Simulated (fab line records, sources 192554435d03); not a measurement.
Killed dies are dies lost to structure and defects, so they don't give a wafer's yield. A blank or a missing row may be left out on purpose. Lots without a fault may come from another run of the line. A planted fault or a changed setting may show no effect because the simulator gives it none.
fab line records | flow n5_finfet
record lots=4 wafers=11 last_day=19
route steps=1938 shown HKMG_FIN@454 GATE_CUT@465 PASSIVATION@1936
lots that met no fault: from a run of the same line without faults
start_h: hours from the record's first day to the start of the lot's first wafer shown | wait_h: hours since the lot's step before | " the same as in the row above | L1.1+2: a row that stands for several wafers | - no value, or no start given | * or withheld: withheld | < > ~ a bound
route shown NAME@n: a module of which the file shows steps, and the number in the route of the first | usual: mean/standard deviation of fault-free wafers | same: alike in all rows | chamber/n: place in a boat | sites: the reading at each site | _std_site: their standard deviation | _edge_site: outer sites' mean less inner sites' | radius_mm: how far each site lies from the wafer's centre | mask NAME#n: copy n | behind: the tool/chamber that last shaped the wafer | hold: why the lot was held/for how many hours/how that ended | device: the transistor (n, p or np) that didn't switch | end of line: the same wafers' tests at the end of the route | a step without rows: its recipe alone | killed: dies lost to structure and defects at the first sort, not the wafer's yield | map: a wafer's dies, x killed, . not, _ none there
set.NAME: the setting as run; set.NAME@STEP: as run at that earlier step | model.NAME: the simulator's own value behind a step, which no gauge read
lots at some steps of the route; a table a step, a row a wafer
services: from which hour (start_h, from the record's first day; less than 0 if before it) a tool's chamber was out of use, for how many hours, and why
## steps
# step N5_HKMG_FIN_ETCHBACK_68
# recipe chemistry=Cl2/Ar stop_on=HfO2 target_depth_a=5 pressure_mtorr=10 icp_w=600 bias_w=60 Cl2_flow_sccm=40 Ar_flow_sccm=60
# step N5_HKMG_FIN_STRIP_69
# recipe chemistry=N2/H2 power_w=2500 temp_c=300 h2_frac=0.65 time_s=360 pressure_mtorr=withheld n2_flow_sccm=1750 h2_flow_sccm=3250
# step N5_HKMG_FIN_ALD_21
# recipe material=TiN target_thk_a=15 temp_c=400 ald_precursor_family=TiCl4 ald_co_reactant=NH3 pulse_time_s=1 purge_time_s=3 co_reactant_purge_time_s=2 co_reactant_pulse_time_s=2 ald_cycles=68 pressure_torr=3
# step N5_HKMG_FIN_ALD_72
# recipe material=W target_thk_a=20 temp_c=300 pressure_torr=7.5 ald_precursor_family=WF6 ald_co_reactant=B2H6 pulse_time_s=1 purge_time_s=2 co_reactant_purge_time_s=2 co_reactant_pulse_time_s=3 ald_cycles=7
# step N5_HKMG_FIN_W_FILL_22
# recipe material=W target_thk_a=600 temp_c=400 pressure_torr=39.4 time_s=18.2
# step N5_HKMG_FIN_PRECLEAN_83
# recipe chemistry=DIW time_s=57.5 temp_c=23
# step N5_HKMG_FIN_SRD_84
# recipe dry_time_s=32 dry=n2_spin spin_rpm=1500
# step N5_HKMG_FIN_CMP_23
# recipe stop_on=SiNx t_overpolish_s=10 post_cmp_clean=rinse_only down_force_psi=4 platen_rpm=50.289 pad_velocity_m_s=1.0006 target_thk_nm=46.326
# step N5_HKMG_FIN_CMP_94
# recipe stop_on=SiNx post_cmp_clean=w_dilute_nh4oh t_overpolish_s=4.7 down_force_psi=4 platen_rpm=50.289 pad_velocity_m_s=1.0006 target_thk_nm=43.299
# step N5_GATE_CUT_ETCHBACK_00
# recipe chemistry=SF6/Cl2 target=W pressure_mtorr=8 icp_w=900 bias_w=80 SF6_flow_sccm=40 Cl2_flow_sccm=60
# step N5_GATE_CUT_ETCH_56
# recipe chemistry=Cl2/Ar target=TiN target_depth_a=216 pressure_mtorr=10 icp_w=600 bias_w=60 Cl2_flow_sccm=40 Ar_flow_sccm=60
# usual drypump_motor_current_A=5.4/0.36 mfc_cl2_sccm=40.00/0.12 oes_product_au=0.77/0.1 throttle_valve_pct=21.01/0.26
# columns lot.wafer tool chamber start_h wait_h drypump_motor_current_A mfc_cl2_sccm oes_product_au rf_hours_counter_h throttle_valve_pct
L851.1 rie_metal-03 1 143.43 0.1 5.7 39.94 0.86 17 21.00
L851.3 " 1 " " 5.7 40.06 0.86 - 21.00
L851.5 " 0 " " 5.1 39.97 0.70 - 20.95
L860.2 rie_metal-03 1 213.04 0.1 5.7 40.09 0.82 23 21.02
L860.3 " 1 " " 5.7 39.95 0.83 - 21.00
L860.4 " 0 " " 5.1 39.93 0.68 - 20.96
L859.1 rie_metal-03 0 221.94 0.1 5.1 39.96 0.69 82 20.96
L859.2 " 1 " " 5.7 40.18 0.83 24 21.01
L859.3 " 1 " " 5.7 40.02 0.84 - 21.01
L864.5 rie_metal-02 0 230.61 0.2 5.2 39.90 0.90 - 20.59
L864.6 " 0 " " 5.2 39.79 0.90 - 20.59
# step N5_GATE_CUT_ETCHBACK_30
# recipe chemistry=Cl2/Ar target=TiN target_depth_a=30 mode=isotropic pressure_mtorr=10 icp_w=600 bias_w=60 Cl2_flow_sccm=40 Ar_flow_sccm=60
# step N5_GATE_CUT_VAPOR_ETCH_60
# recipe chemistry=BCl3/Cl2 target=HfO2 mode=isotropic
# step N5_GATE_CUT_ETCH_58
# recipe chemistry=CH3F/O2 target=SiNx target_depth_a=170 time_s=128.6 ion_energy_ev=50 pressure_mtorr=30 source_w=415 bias_w=21 Ar_flow_sccm=150 CH3F_flow_sccm=30 O2_flow_sccm=20
# step N5_GATE_CUT_STRIP_59
# recipe chemistry=N2/H2 time_s=20 power_w=100 temp_c=40 pressure_mtorr=100 rf_frequency_hz=6e+07 bias_power_w=3 n2_flow_sccm=300 h2_flow_sccm=300
# step N5_GATE_CUT_PRECLEAN_31
# recipe temp_c=23 chemistry=DIW time_s=300
# step N5_GATE_CUT_SRD_32
# recipe time_s=30 temp_c=23 rinse_liquid=diw dry=ipa_marangoni
# step N5_GATE_CUT_SAC_CAP_01
# recipe material=SiNx target_thk_a=240 temp_c=400 ald_precursor_family=SiH2I2 ald_co_reactant=N2/H2-plasma pulse_time_s=1 ald_cycles=480 purge_time_s=2 co_reactant_purge_time_s=2 pressure_torr=2
# step N5_GATE_CUT_PECVD_57
# recipe material=SiNx target_thk_a=210 temp_c=400 precursor=SiH4/NH3/N2 pressure_torr=1.5 rf_w=300
# step N5_GATE_CUT_CMP_02
# recipe stop_on=SiO2 t_overpolish_s=12.7 post_cmp_clean=alkaline_brush down_force_psi=2.5 platen_rpm=51.8 pad_velocity_m_s=1.0307 target_thk_nm=0
# step N5_GATE_CUT_HM_DEP_46
# recipe material=SiO2 target_thk_a=1300 temp_c=400 precursor=TEOS/O2 pressure_torr=6.5 rf_w=900 teos_flow_sccm=161.4 gas=O2 flow_sccm=2650 time_s=26.6
# step N5_GATE_CUT_COAT_34
# recipe resist=SOC temp_c=250 time_s=60 spin_rpm=1500 resist_thk_nm=60
# step N5_GATE_CUT_COAT_35
# recipe resist=SiARC temp_c=220 time_s=60 spin_rpm=1500 resist_thk_nm=10
# step N5_GATE_CUT_COAT_27
# recipe resist=underlayer temp_c=205 time_s=60 spin_rpm=1500 resist_thk_nm=10
# step N5_GATE_CUT_COAT_07
# recipe resist=CAR-EUV spin_rpm=1500 resist_thk_nm=30
# step N5_GATE_CUT_EBR_09
# recipe solvent=PGMEA ebr_width_mm=1.5
# step N5_GATE_CUT_SOFTBAKE_08
# recipe temp_c=110 time_s=60 resist=CAR-EUV
# step N5_GATE_CUT_EXPOSE_10
# recipe mask_id=GATE_CUT na=0.33 source_shape=annular sigma_inner=0.35 sigma_outer=0.8 polarization=unpolarized target_cd_nm=20 dose_mj=43.25
# step N5_GATE_CUT_PEB_11
# recipe peb_temp_c=100 peb_time_s=60 resist=CAR-EUV
# step N5_GATE_CUT_DEVELOP_12
# recipe develop_time_s=30 developer=TMAH resist=CAR-EUV rinse_liquid=surfactant_rinse dry=air_spin dev_temp_c=23
# step N5_GATE_CUT_DESCUM_18
# recipe chemistry=O2 time_s=7 source_power_w=50 bias_power_w=20 pressure_mtorr=20 rf_frequency_hz=2.712e+07 temp_c=40 resist=CAR-EUV o2_flow_sccm=225
# step N5_GATE_CUT_ETCH_28
# recipe chemistry=N2/H2 target=underlayer target_depth_a=130 mask_material=CAR-EUV time_s=10.4 ion_energy_ev=200 pressure_mtorr=30 source_w=840 bias_w=150 n2_flow_sccm=200 h2_flow_sccm=200 ends=cleared
# step N5_GATE_CUT_ETCH_36
# recipe chemistry=CF4 target=SiARC target_depth_a=130 mask_material=CAR-EUV time_s=21.7 ion_energy_ev=80 pressure_mtorr=40 source_w=545 bias_w=36 Ar_flow_sccm=100 cf4_flow_sccm=100 ends=cleared
# step N5_GATE_CUT_ETCH_37
# recipe chemistry=N2/H2 target=SOC target_depth_a=600 overetch_a=120 mask_material=SiARC temp_c=40 time_s=90 ion_energy_ev=200 pressure_mtorr=30 source_w=840 bias_w=150 n2_flow_sccm=200 h2_flow_sccm=200
# step N5_GATE_CUT_STRIP_38
# recipe chemistry=N2/H2 temp_c=40 n2_flow_sccm=200 h2_flow_sccm=200 rf_frequency_hz=6e+07
# step N5_GATE_CUT_STRIP_39
# recipe chemistry=N2/H2 temp_c=40 n2_flow_sccm=200 h2_flow_sccm=200 rf_frequency_hz=6e+07
# step N5_PASSIVATION_PROBE_49
# usual defect_limited_yield=91.0/1.6 killed_at_M0_to_M3=35/11 killed_at_M4_up=14/5.3 killed_at_contacts=13/6.7 killed_at_front_end=41/12 killed_at_other=3.9/2.7 killed_dies=106/19 killed_on_rim=14/4 killed_open=70/14 killed_short=35/8.8 sort_bin_5_function=5.3/1 sort_bin_6_memory=3.3/0.81 sort_n_pass=1073/19 sort_yield_pct=91.0/1.6
# same gross_dies=1180 killed_at_back_side=0 sort_bin_4_leakage[%]=0 sort_bin_8_speed[%]=0
# columns lot.wafer tool chamber start_h wait_h defect_limited_yield[%] killed_at_M0_to_M3 killed_at_M4_up killed_at_contacts killed_at_front_end killed_at_other killed_dies killed_on_rim killed_open killed_short sort_bin_5_function[%] sort_bin_6_memory[%] sort_n_pass sort_yield_pct[%]
L851.1 prober-01 - 339.96 0.0 91.9 41 15 0 36 4 96 14 67 27 5.0 3.1 1084 91.9
L851.3 prober-01 - 340.06 0.1 89.7 58 12 6 41 4 121 16 85 35 6.8 3.2 1059 89.7
L851.5 prober-01 - 340.16 0.2 94.9 19 13 6 20 2 60 7 39 19 3.6 1.5 1120 94.9
L860.2 prober-01 - 422.83 0.1 83.4 54 7 15 118 2 196 28 88 33 9.3 5.2 984 83.4
L860.3 prober-01 - 422.88 0.1 84.3 37 8 14 125 1 185 29 63 39 8.6 4.5 995 84.3
L860.4 prober-01 - 422.93 0.2 80.4 40 5 13 172 1 231 18 75 33 11.9 5.0 949 80.4
L859.1 prober-02 - 423.41 0.0 80.7 20 9 4 192 3 228 13 59 38 12.5 4.3 952 80.7
L859.2 prober-02 - 423.46 0.1 85.7 25 11 12 120 1 169 31 65 35 8.0 3.6 1011 85.7
L859.3 prober-02 - 423.51 0.1 86.4 17 6 6 129 2 160 34 58 20 8.3 3.2 1020 86.4
L864.5 prober-01 - 450.51 0.5 92.7 36 7 14 29 0 86 9 59 27 4.4 2.9 1094 92.7
L864.6 prober-01 - 450.56 0.6 91.4 22 9 10 59 2 102 18 64 38 5.3 3.0 1078 91.4
# killed by level:class
L851.1 FIN_SAQP:geometric_particle:open=17 BEOL_M3:geometric_particle:open=10 BEOL_M0_SAQP:geometric_particle:short=9 BEOL_M0_SAQP:geometric_particle:open=8 BEOL_M4:geometric_particle:open=7 BEOL_M2:geometric_particle:open=5 GATE_CUT:geometric_particle:short=4 FIN_SAQP:geometric_particle:short=3
L851.3 FIN_SAQP:geometric_particle:open=20 BEOL_M0_SAQP:geometric_particle:open=20 BEOL_M0_SAQP:geometric_particle:short=16 BEOL_M1:geometric_particle:open=7 BEOL_M3:geometric_particle:open=6 MOL_CONTACT_COAG:geometric_particle:open=5 FIN_SAQP:geometric_particle:short=4 DUMMY_GATE:geometric_particle:open=3
L851.5 BEOL_M2:geometric_particle:open=5 BEOL_M3:geometric_particle:open=5 MOL_CONTACT_COAG:geometric_particle:open=4 BEOL_M4:geometric_particle:open=4 FIN_SAQP:geometric_particle:short=3 FIN_SAQP:geometric_particle:open=3 STI_FIN_REVEAL:geometric_particle:open=3 GATE_CUT:geometric_particle:short=3
L860.2 GATE_CUT:unspecified=74 STI_FIN_REVEAL:geometric_particle:open=20 BEOL_M0_SAQP:geometric_particle:open=17 BEOL_M2:geometric_particle:open=14 BEOL_M0_SAQP:geometric_particle:short=13 MOL_CONTACT_COAG:geometric_particle:open=12 BEOL_M1:geometric_particle:open=7 STI_FIN_REVEAL:geometric_particle:short=6
L860.3 GATE_CUT:unspecified=70 STI_FIN_REVEAL:geometric_particle:open=11 MOL_CONTACT_COAG:geometric_particle:open=11 BEOL_M0_SAQP:geometric_particle:short=10 HKMG_FIN:area_etch=10 FIN_SAQP:geometric_particle:open=8 GATE_CUT:geometric_particle:short=8 BEOL_M0_SAQP:geometric_particle:open=8
L860.4 GATE_CUT:unspecified=122 STI_FIN_REVEAL:geometric_particle:open=21 MOL_CONTACT_COAG:geometric_particle:open=12 BEOL_M0_SAQP:geometric_particle:short=10 BEOL_M0_SAQP:geometric_particle:open=9 FIN_SAQP:geometric_particle:open=7 GATE_CUT:geometric_particle:short=7 BEOL_M2:geometric_particle:open=7
L859.1 GATE_CUT:unspecified=131 FIN_SAQP:geometric_particle:open=16 FIN_SAQP:geometric_particle:short=16 STI_FIN_REVEAL:geometric_particle:open=9 BEOL_M2:geometric_particle:open=8 GATE_CUT:geometric_particle:short=6 BEOL_M3:geometric_particle:open=4 DUMMY_GATE:geometric_particle:open=3
L859.2 GATE_CUT:unspecified=68 FIN_SAQP:geometric_particle:open=12 MOL_CONTACT_COAG:geometric_particle:open=11 GATE_CUT:geometric_particle:short=11 STI_FIN_REVEAL:geometric_particle:open=10 FIN_SAQP:geometric_particle:short=7 BEOL_M1:geometric_particle:open=6 BEOL_M2:geometric_particle:open=6
L859.3 GATE_CUT:unspecified=82 STI_FIN_REVEAL:geometric_particle:open=14 FIN_SAQP:geometric_particle:short=8 BEOL_M2:geometric_particle:open=8 FIN_SAQP:geometric_particle:open=7 DUMMY_GATE:geometric_particle:open=5 BEOL_M3:geometric_particle:open=5 GATE_CUT:geometric_particle:open=4
L864.5 MOL_CONTACT_COAG:geometric_particle:open=13 BEOL_M1:geometric_particle:open=12 BEOL_M0_SAQP:geometric_particle:open=9 FIN_SAQP:geometric_particle:short=7 FIN_SAQP:geometric_particle:open=4 STI_FIN_REVEAL:geometric_particle:open=4 BEOL_M3:geometric_particle:open=4 BEOL_M3:geometric_particle:short=4
L864.6 FIN_SAQP:geometric_particle:open=17 MOL_CONTACT_COAG:geometric_particle:open=8 DUMMY_GATE:geometric_particle:open=7 GATE_CUT:geometric_particle:short=7 STI_FIN_REVEAL:geometric_particle:open=5 DUMMY_GATE:geometric_particle:short=4 BEOL_M0_SAQP:geometric_particle:short=4 STARTING-WAFER:geometric_particle:open=4
# map L859.1 (x killed, . not)
_________________.x..........________________
______________..x..x.....x......_____________
___________............x.x.........__________
__________.........................._________
________......x.x..........x.........._______
_______.......x..x....xx...............______
______.................................._____
_____................x............x......____
____...................x.xx.........x.x.x.___
___........x.....x.x.......x.........x..x..__
___.........x...x.......x.....x.....x......__
__...x.........x................x........x.._
__......xx.....x..x........x................_
_x.x.........................................
_......x.xx..................x.x.............
_......x........xx.........x...x..x..........
_.....................x..xx.x.x..x...........
_xx...x...............x.xx.xxxx.xx......x....
_.x............x....x.x.xxxxxxxxxx.......x...
_................x....xxxxxxxxxxxx.x.........
_.............x....x.xxxxxxxxxxxxx......x....
__.................x.xxxxxxxxxxxx..........._
__..x.............x.xxxxxxxxxxxxxxx........._
___..............x.xxxxxxxxxxxxxxxx.x......__
___xx.....x........x.xxxxxxxxxxx..x........__
____.......x........x.xx.xxxxxxxxx........___
_____x.............x.....xxxx.xx..x.x..x.____
______......x.......x.x..xx...x........._____
_______......x......xx...x....x...x....______
________......x......xx..xx.........x._______
__________x...............x........._________
___________........................__________
______________..............x..x_____________
_________________............________________
# map L860.4 (x killed, . not)
_________________............________________
______________..............x..._____________
___________.........xx.......x.....__________
__________.....................x...._________
________.........x........x..x.x......_______
_______.x.......................x......______
______...x.....x...x.......x........x..x_____
_____x........x.............x....x.......____
____...................x..............x..x___
___.x......x...x..........x...x..x.........__
___........................x.......x.x.....__
__......x........x...........x....x....x...x_
__.....x...x.x.x................x.......x..._
_........x................x.....x............
_..................x.......x..........x......
_x........................x....x............x
_........................x.x.x...............
_x..x.........x...x...xxx.xxx..x.x...........
_...........x...x....x.xxxxxxxxxx........x...
_.x........x....x...x.xxxxxxxxxxx.x........x.
_.x...x..xx....x....xxxxxxxxxxxxxxx..........
__.x.................xxxxxxxxxxxxxx....x...._
__..x...x..x.x...x...xxxxxxxxxxxxx.xx...x..x_
___......x..xxx.......xxxxxxxxxxxx......x..__
___.......x......x..xxxxxxxxxxxxxx....x..x.__
____x...........x..x..x.xxxxxxxxxx........___
_____.x.................x.xxx..x.........____
______........x.......x.xx.x..x..x.....x_____
_______x.............x.x..x...x........______
________...................x.........._______
__________....................x....._________
___________........................__________
______________.............x.x.._____________
_________________............________________
## services
# columns tool chamber start_h hours kind
rie_metal-02 - 125.79 14.6 pm
## key
first_sign step=N5_PASSIVATION_PROBE_49 reading=killed_at_front_end direction=up sigmas=8.3 usual=41 struck=143
effect step=N5_PASSIVATION_PROBE_49 reading=defect_limited_yield direction=down sigmas=4.5 usual=91.0 struck=83.5
more_kills_born_at N5_GATE_CUT_ETCH_56@rie_metal-03=547
met_at N5_GATE_CUT_ETCH_56
struck_wafers L859.1,L859.2,L859.3,L860.2,L860.3,L860.4
baseline_loss step=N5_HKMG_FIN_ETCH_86 wafers=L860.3
onset_between 143.43 213.04
fault kind=chamber_particle_source tool=rie_metal-03 chamber=- onset_h=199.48 steps=N5_GATE_CUT_ETCH_56 rate_per_visit_cm2=0.99377 end_h=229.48
# baseline_loss: these wafers lose ten dies or more at that step, a loss of the line's own and not of a fault; the sort's usual values leave them out
